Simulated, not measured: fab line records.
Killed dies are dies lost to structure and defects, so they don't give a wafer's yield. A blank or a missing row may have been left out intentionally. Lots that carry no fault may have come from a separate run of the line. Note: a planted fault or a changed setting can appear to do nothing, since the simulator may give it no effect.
One fault seen from 3 desks | flow n5_finfet | what lay behind the numbers comes last; until then each desk has only its own

== THE DEFECT DESK ==
Lot by lot, what the route's inspections counted, given as the mean of those sampled wafers with a number. Any lot whose mean is over 4 standard deviations away from the usual mean is out of limits and marked OUT; that distance is given in the brackets.
Columns: A = raw_defect_count at N5_BEOL_M2_INSPECT_13, usual 403
lot  | first seen here | A
L470 | day 7 01:44     | 512
L469 | day 7 03:56     | 436
L472 | day 7 18:17     | 317
L473 | day 7 23:58     | 407
L480 | day 10 02:17    | 482
L485 | day 11 02:58    | 471
L486 | day 11 11:28    | 326
L487 | day 11 13:02    | 275
L490 | day 12 10:22    | 329
Finding of this desk: none of the 9 lots has anything out of limits.

== THE TOOL OWNER'S DESK: rie_diel-06 ==
The tool's own readings at N5_BEOL_M2_ETCH_64 (etches SOC in N2/H2, target depth 75 nm, overetch 22.5 nm, time 121.9 s): means of the sampled wafers that have a number, for each lot that ran on this tool. Any lot whose mean is over 4 standard deviations away from the usual mean is out of limits and marked OUT; that distance is given in the brackets.
Columns: A = drypump_motor_current_A at N5_BEOL_M2_ETCH_64, usual 5.9 A; B = oes_product_au at N5_BEOL_M2_ETCH_64, usual 0.60 a.u.; C = rf_vpp_V at N5_BEOL_M2_ETCH_64, usual 523.9 V; D = showerhead_plenum_p_Torr at N5_BEOL_M2_ETCH_64, usual 2.54 Torr; E = throttle_valve_pct at N5_BEOL_M2_ETCH_64, usual 17.84 %
lot  | first seen here | A   | B    | C     | D    | E
L472 | day 7 18:24     | 5.9 | 0.57 | 523.3 | 2.51 | 17.81
L473 | day 8 00:13     | 5.5 | 0.58 | 524.6 | 2.56 | 17.95
L480 | day 10 02:23    | 5.8 | 0.53 | 523.7 | 2.54 | 17.94
Finding of this desk: none of the 3 lots has anything out of limits.

== METROLOGY DESK ==
What the gauges read for every lot (on any tool): the sampled wafers with a number, averaged. Any lot whose mean is over 4 standard deviations away from the usual mean is out of limits and marked OUT; that distance is given in the brackets. Only the readings that lie furthest out on some lot appear, 7 of the 12 it has.
Columns: A = cd_nm at N5_BEOL_M2_CD_MEAS_18, usual 18.00 nm; B = DIBL_N at N5_BEOL_M4_RC_MEAS_101, usual 36.3 mV/V; C = DIBL_P at N5_BEOL_M4_RC_MEAS_101, usual 36.2 mV/V; D = IOFF_N at N5_BEOL_M4_RC_MEAS_101, usual 0.157 nA/um; E = ION_N at N5_BEOL_M4_RC_MEAS_101, usual 673 uA/um; F = ION_P at N5_BEOL_M4_RC_MEAS_101, usual 461 uA/um; G = SS_N at N5_BEOL_M4_RC_MEAS_101, usual 71.5 mV/dec
lot  | first seen here | A     | B    | C    | D     | E   | F   | G
L470 | day 7 01:07     | 17.81 | 36.1 | 35.6 | 0.173 | 684 | 463 | 71.6
L469 | day 7 01:28     | 18.28 | 36.6 | 37.1 | 0.152 | 662 | 457 | 72.0
L472 | day 7 17:28     | 18.12 | 35.7 | 36.6 | 0.153 | 665 | 459 | 71.6
L473 | day 7 21:01     | 18.05 | 38.4 | 37.4 | 0.178 | 680 | 467 | 71.8
L480 | day 10 00:26    | 18.61 | 35.6 | 35.6 | 0.159 | 676 | 462 | 71.2
L485 | day 11 00:37    | 17.99 | 37.2 | 37.7 | 0.170 | 683 | 472 | 72.3
L486 | day 11 08:42    | 17.82 | 36.3 | 34.9 | 0.133 | 664 | 453 | 71.4
L487 | day 11 12:16    | 17.92 | 35.2 | 35.7 | 0.150 | 676 | 468 | 71.4
L490 | day 12 08:47    | 18.02 | 37.0 | 39.3 | 0.193 | 690 | 464 | 71.8
Finding of this desk: none of the 9 lots has anything out of limits.

== TAKEN TOGETHER ==
No out-of-limits result turned up at the defect desk.
Nothing out of limits was seen by the tool owner's desk.
The metrology desk saw nothing out of limits.

== WHAT THE SIMULATOR PUT IN ==
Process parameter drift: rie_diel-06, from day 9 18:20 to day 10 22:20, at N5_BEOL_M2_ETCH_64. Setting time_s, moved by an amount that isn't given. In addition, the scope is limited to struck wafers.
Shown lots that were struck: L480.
